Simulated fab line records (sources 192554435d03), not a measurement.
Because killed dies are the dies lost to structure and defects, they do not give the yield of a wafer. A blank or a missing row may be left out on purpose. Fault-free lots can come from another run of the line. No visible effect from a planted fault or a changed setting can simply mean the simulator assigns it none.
Split-lot experiment :: flow n5_finfet :: route with 1938 steps; 7 lots, 39 wafers read

## THE SPLIT
At N5_WELL_APT_IMPLANT_14, the setting energy_kev was moved away from the recipe's 160 on 15 of the 39 wafers read, by -8.9% to +11.5%. This setting was run at the recipe's value on the other wafers.

The split's own step is where the reading is taken.

## THE READING
In nm, at N5_WELL_APT_IMPLANT_14: implant.drp_nm, which is the simulator's own figure and was read by no gauge. The file gives no usual value for it.

wafer: L078.1
tool, chamber at the split: implanter-01, 0
energy_kev as run: 177.1
against the recipe: +10.7%
implant.drp_nm, nm: 71.05
against lot-mates on the recipe: +5.15

wafer: L078.3
tool, chamber at the split: implanter-01, 0
energy_kev as run: 177.1
against the recipe: +10.7%
implant.drp_nm, nm: 71.05
against lot-mates on the recipe: +5.15

wafer: L078.6
tool, chamber at the split: implanter-01, 0
energy_kev as run: 177.1
against the recipe: +10.7%
implant.drp_nm, nm: 71.05
against lot-mates on the recipe: +5.15

wafer: L078.2
tool, chamber at the split: implanter-01, 0
energy_kev as run: 160
against the recipe: recipe
implant.drp_nm, nm: 65.9
against lot-mates on the recipe: -

wafer: L078.4
tool, chamber at the split: implanter-01, 0
energy_kev as run: 160
against the recipe: recipe
implant.drp_nm, nm: 65.9
against lot-mates on the recipe: -

wafer: L078.5
tool, chamber at the split: implanter-01, 0
energy_kev as run: 160
against the recipe: recipe
implant.drp_nm, nm: 65.9
against lot-mates on the recipe: -

wafer: L079.1
tool, chamber at the split: implanter-01, 0
energy_kev as run: 160
against the recipe: recipe
implant.drp_nm, nm: 65.9
against lot-mates on the recipe: -

wafer: L079.3
tool, chamber at the split: implanter-01, 0
energy_kev as run: 160
against the recipe: recipe
implant.drp_nm, nm: 65.9
against lot-mates on the recipe: -

wafer: L079.5
tool, chamber at the split: implanter-01, 0
energy_kev as run: 160
against the recipe: recipe
implant.drp_nm, nm: 65.9
against lot-mates on the recipe: -

wafer: L079.2
tool, chamber at the split: implanter-01, 0
energy_kev as run: 178.4
against the recipe: +11.5%
implant.drp_nm, nm: 71.43
against lot-mates on the recipe: +5.53

wafer: L079.4
tool, chamber at the split: implanter-01, 0
energy_kev as run: 178.4
against the recipe: +11.5%
implant.drp_nm, nm: 71.43
against lot-mates on the recipe: +5.53

wafer: L079.6
tool, chamber at the split: implanter-01, 0
energy_kev as run: 178.4
against the recipe: +11.5%
implant.drp_nm, nm: 71.43
against lot-mates on the recipe: +5.53

wafer: L081.1
tool, chamber at the split: implanter-01, 0
energy_kev as run: 160
against the recipe: recipe
implant.drp_nm, nm: 65.9
against lot-mates on the recipe: -

wafer: L081.3
tool, chamber at the split: implanter-01, 0
energy_kev as run: 160
against the recipe: recipe
implant.drp_nm, nm: 65.9
against lot-mates on the recipe: -

wafer: L081.5
tool, chamber at the split: implanter-01, 0
energy_kev as run: 160
against the recipe: recipe
implant.drp_nm, nm: 65.9
against lot-mates on the recipe: -

wafer: L081.2
tool, chamber at the split: implanter-01, 0
energy_kev as run: 145.7
against the recipe: -8.9%
implant.drp_nm, nm: 61.4
against lot-mates on the recipe: -4.50

wafer: L081.4
tool, chamber at the split: implanter-01, 0
energy_kev as run: 145.7
against the recipe: -8.9%
implant.drp_nm, nm: 61.4
against lot-mates on the recipe: -4.50

wafer: L081.6
tool, chamber at the split: implanter-01, 0
energy_kev as run: 145.7
against the recipe: -8.9%
implant.drp_nm, nm: 61.4
against lot-mates on the recipe: -4.50

wafer: L084.1
tool, chamber at the split: implanter-02, 0
energy_kev as run: 177.6
against the recipe: +11.0%
implant.drp_nm, nm: 71.19
against lot-mates on the recipe: +5.29

wafer: L084.3
tool, chamber at the split: implanter-02, 0
energy_kev as run: 177.6
against the recipe: +11.0%
implant.drp_nm, nm: 71.19
against lot-mates on the recipe: +5.29

wafer: L084.5
tool, chamber at the split: implanter-02, 0
energy_kev as run: 177.6
against the recipe: +11.0%
implant.drp_nm, nm: 71.19
against lot-mates on the recipe: +5.29

wafer: L084.2
tool, chamber at the split: implanter-02, 0
energy_kev as run: 160
against the recipe: recipe
implant.drp_nm, nm: 65.9
against lot-mates on the recipe: -

wafer: L084.4
tool, chamber at the split: implanter-02, 0
energy_kev as run: 160
against the recipe: recipe
implant.drp_nm, nm: 65.9
against lot-mates on the recipe: -

wafer: L084.6
tool, chamber at the split: implanter-02, 0
energy_kev as run: 160
against the recipe: recipe
implant.drp_nm, nm: 65.9
against lot-mates on the recipe: -

wafer: L085.2
tool, chamber at the split: implanter-02, 0
energy_kev as run: 160
against the recipe: recipe
implant.drp_nm, nm: 65.9
against lot-mates on the recipe: -

wafer: L085.5
tool, chamber at the split: implanter-02, 0
energy_kev as run: 160
against the recipe: recipe
implant.drp_nm, nm: 65.9
against lot-mates on the recipe: -

wafer: L085.6
tool, chamber at the split: implanter-02, 0
energy_kev as run: 160
against the recipe: recipe
implant.drp_nm, nm: 65.9
against lot-mates on the recipe: -

wafer: L087.1
tool, chamber at the split: implanter-01, 0
energy_kev as run: 148.5
against the recipe: -7.2%
implant.drp_nm, nm: 62.32
against lot-mates on the recipe: -3.58

wafer: L087.5
tool, chamber at the split: implanter-01, 0
energy_kev as run: 148.5
against the recipe: -7.2%
implant.drp_nm, nm: 62.32
against lot-mates on the recipe: -3.58

wafer: L087.6
tool, chamber at the split: implanter-01, 0
energy_kev as run: 148.5
against the recipe: -7.2%
implant.drp_nm, nm: 62.32
against lot-mates on the recipe: -3.58

wafer: L087.2
tool, chamber at the split: implanter-01, 0
energy_kev as run: 160
against the recipe: recipe
implant.drp_nm, nm: 65.9
against lot-mates on the recipe: -

wafer: L087.3
tool, chamber at the split: implanter-01, 0
energy_kev as run: 160
against the recipe: recipe
implant.drp_nm, nm: 65.9
against lot-mates on the recipe: -

wafer: L087.4
tool, chamber at the split: implanter-01, 0
energy_kev as run: 160
against the recipe: recipe
implant.drp_nm, nm: 65.9
against lot-mates on the recipe: -

wafer: L097.1
tool, chamber at the split: implanter-02, 0
energy_kev as run: 160
against the recipe: recipe
implant.drp_nm, nm: 65.9
against lot-mates on the recipe: -

wafer: L097.2
tool, chamber at the split: implanter-02, 0
energy_kev as run: 160
against the recipe: recipe
implant.drp_nm, nm: 65.9
against lot-mates on the recipe: -

wafer: L097.3
tool, chamber at the split: implanter-02, 0
energy_kev as run: 160
against the recipe: recipe
implant.drp_nm, nm: 65.9
against lot-mates on the recipe: -

wafer: L097.4
tool, chamber at the split: implanter-02, 0
energy_kev as run: 160
against the recipe: recipe
implant.drp_nm, nm: 65.9
against lot-mates on the recipe: -

wafer: L097.5
tool, chamber at the split: implanter-02, 0
energy_kev as run: 160
against the recipe: recipe
implant.drp_nm, nm: 65.9
against lot-mates on the recipe: -

wafer: L097.6
tool, chamber at the split: implanter-02, 0
energy_kev as run: 160
against the recipe: recipe
implant.drp_nm, nm: 65.9
against lot-mates on the recipe: -

FIT RESULTS
A straight line over all 39 wafers: implant.drp_nm changes by +0.488 nm for each +1% of energy_kev; r = +1.00; the points scatter about the line by 0.047 nm.
The same after taking each lot's own level away (the mean of its wafers on the recipe; 39 wafers): +0.488 nm for each +1%; r = +1.00; scatter 0.047 nm.
That fit puts the effect of the largest move of energy_kev on the reading at 5.6 nm.
The lots' own levels span 65.900 to 65.900 nm.
Consequently the slope shifts little with the lot-to-lot level, the two slopes agreeing.
Check: for one of the wafers moved furthest among these (+11.5%), held out of the fit, the line's prediction against its lot-mates is +5.58 nm. It came out at +5.53 nm against them.

## THE WHOLE CHAIN: every reading that the file lists as answering this split, in the file's order
step: N5_WELL_APT_IMPLANT_14
what it does: 
reading: implant.rp_nm (the simulator's own value, which no gauge read)
change (the file's fit): +2.13 nm for each +1% of the setting
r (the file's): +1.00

step: N5_WELL_APT_IMPLANT_14
what it does: 
reading: implant.drp_nm (the simulator's own value, which no gauge read)
change (the file's fit): +0.487 nm for each +1% of the setting
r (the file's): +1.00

## FILE'S OWN FIT
implant.drp_nm changes by +0.487 nm for each +1% of energy_kev, r = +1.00.
